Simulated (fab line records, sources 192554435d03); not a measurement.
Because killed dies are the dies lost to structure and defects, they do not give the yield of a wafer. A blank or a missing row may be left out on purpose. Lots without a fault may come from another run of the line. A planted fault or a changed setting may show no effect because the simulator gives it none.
Tool commonality check + flow n5Finfet + Sampled: 9 lots, 24 wafers

## WHY IT WAS OPENED
At N5_BEOL_M3_INSPECT_30 the reading rawDefectCount is flagged on 1 of 9 lots. Fault-free wafers read 420, with a standard deviation of 93.
Rule: a lot is flagged in two cases, either no wafer of it has a number, or all its wafers with numbers fall more than 4 standard deviations from that mean. The rest of the lots are taken to be sound.

| lot  | measured     | on               | rawDefectCount, wafer by wafer | flag    |
|------|--------------|------------------|--------------------------------|---------|
| L925 | day 7 03:23  | defectInspect-02 | 619 467 576                    |         |
| L928 | day 8 05:08  | defectInspect-01 | 359 360 400                    |         |
| L930 | day 9 09:23  | defectInspect-02 | 950                            | FLAGGED |
| L938 | day 10 17:32 | defectInspect-02 | 451 430 441                    |         |
| L939 | day 10 21:07 | defectInspect-02 | 425 373 404                    |         |
| L941 | day 11 04:25 | defectInspect-01 | 524 408 541                    |         |
| L942 | day 11 21:51 | defectInspect-02 | 342 326 282                    |         |
| L944 | day 12 05:47 | defectInspect-01 | 412 342                        |         |
| L946 | day 13 02:22 | defectInspect-02 | 544 496 544                    |         |
On average the flagged lots' numbers are 950, which is +530 against the usual, or +6 standard deviations.

## WHICH TOOL RAN EACH LOT
Before the reading, the record contains 2 process steps out of a 1938-step route. In each cell: the tool, then ch and the chambers that the sampled wafers went through, then the start.
| lot  | flag    | N5_BEOL_M3_ETCH_63                | N5_BEOL_M3_ETCH_64                |
|------|---------|-----------------------------------|-----------------------------------|
| L925 |         | rieDiel-04 ch 0,1,2, day 7 02:36  | rieDiel-04 ch 0,1,2, day 7 02:38  |
| L928 |         | rieDiel-04 ch 1,2,3, day 8 04:13  | rieDiel-04 ch 1,2,3, day 8 04:15  |
| L930 | FLAGGED | rieDiel-04 ch 0, day 9 08:37      | rieDiel-04 ch 0, day 9 08:41      |
| L938 |         | rieDiel-06 ch 0,2, day 10 16:31   | rieDiel-06 ch 0,2, day 10 16:32   |
| L939 |         | rieDiel-05 ch 0,1,3, day 10 20:19 | rieDiel-05 ch 0,1,3, day 10 20:20 |
| L941 |         | rieDiel-06 ch 0,1, day 11 03:37   | rieDiel-06 ch 0,1, day 11 03:39   |
| L942 |         | rieDiel-05 ch 0,2,3, day 11 20:56 | rieDiel-05 ch 0,2,3, day 11 20:58 |
| L944 |         | rieDiel-06 ch 1,2, day 12 04:53   | rieDiel-06 ch 1,2, day 12 04:55   |
| L946 |         | rieDiel-05 ch 1,2,3, day 13 01:27 | rieDiel-05 ch 1,2,3, day 13 01:29 |
What is done by these steps:
- N5_BEOL_M3_ETCH_63: etches SiARC in CF4, target depth 15.6 nm, time 26 s.
- N5_BEOL_M3_ETCH_64: etches SOC in N2/H2, target depth 75 nm, overetch 15 nm, time 112.5 s.
- N5_BEOL_M3_INSPECT_30: inspects for defects (brightfield).

## FLAGGED OVER TOTAL, TOOL BY TOOL (the gauges that took the reading come last)
| step                  | tool             | lots run | flagged | share of the flagged lots | sound lots run after its first flagged lot |
|-----------------------|------------------|----------|---------|---------------------------|--------------------------------------------|
| N5_BEOL_M3_ETCH_63    | rieDiel-04       | 3        | 1       | all                       | 0                                          |
| N5_BEOL_M3_ETCH_63    | rieDiel-05       | 3        | 0       | none                      | -                                          |
| N5_BEOL_M3_ETCH_63    | rieDiel-06       | 3        | 0       | none                      | -                                          |
| N5_BEOL_M3_ETCH_64    | rieDiel-04       | 3        | 1       | all                       | 0                                          |
| N5_BEOL_M3_ETCH_64    | rieDiel-05       | 3        | 0       | none                      | -                                          |
| N5_BEOL_M3_ETCH_64    | rieDiel-06       | 3        | 0       | none                      | -                                          |
| N5_BEOL_M3_INSPECT_30 | defectInspect-01 | 3        | 0       | none                      | -                                          |
| N5_BEOL_M3_INSPECT_30 | defectInspect-02 | 6        | 1       | all                       | 4 (L938,L939,L942,L946)                    |

## WHAT IS ALLOWED BY THE TABLE
All flagged lots were run by 3 table rows, namely rieDiel-04 at N5_BEOL_M3_ETCH_63, rieDiel-04 at N5_BEOL_M3_ETCH_64, defectInspect-02 at N5_BEOL_M3_INSPECT_30.
- rieDiel-04 at N5_BEOL_M3_ETCH_63 ran 3 lots, 1 of them flagged. Its last sound lot is L928 (day 8 04:13), its first flagged lot L930 (day 9 08:37): a fault that began between those two fits.
- rieDiel-04 at N5_BEOL_M3_ETCH_64 ran 3 lots, 1 of them flagged. Its last sound lot is L928 (day 8 04:15), its first flagged lot L930 (day 9 08:41): a fault that began between those two fits.
- defectInspect-02 at N5_BEOL_M3_INSPECT_30 ran 6 lots, 1 of them flagged. Lots that were sound ran on it after the first flagged one (L938, L939, L942, L946); a persistent fault on the entire tool would not allow that.
What remains is a single tool, rieDiel-04 at N5_BEOL_M3_ETCH_63 and N5_BEOL_M3_ETCH_64.

## WHAT HAD BEEN PUT IN BY THE SIMULATOR
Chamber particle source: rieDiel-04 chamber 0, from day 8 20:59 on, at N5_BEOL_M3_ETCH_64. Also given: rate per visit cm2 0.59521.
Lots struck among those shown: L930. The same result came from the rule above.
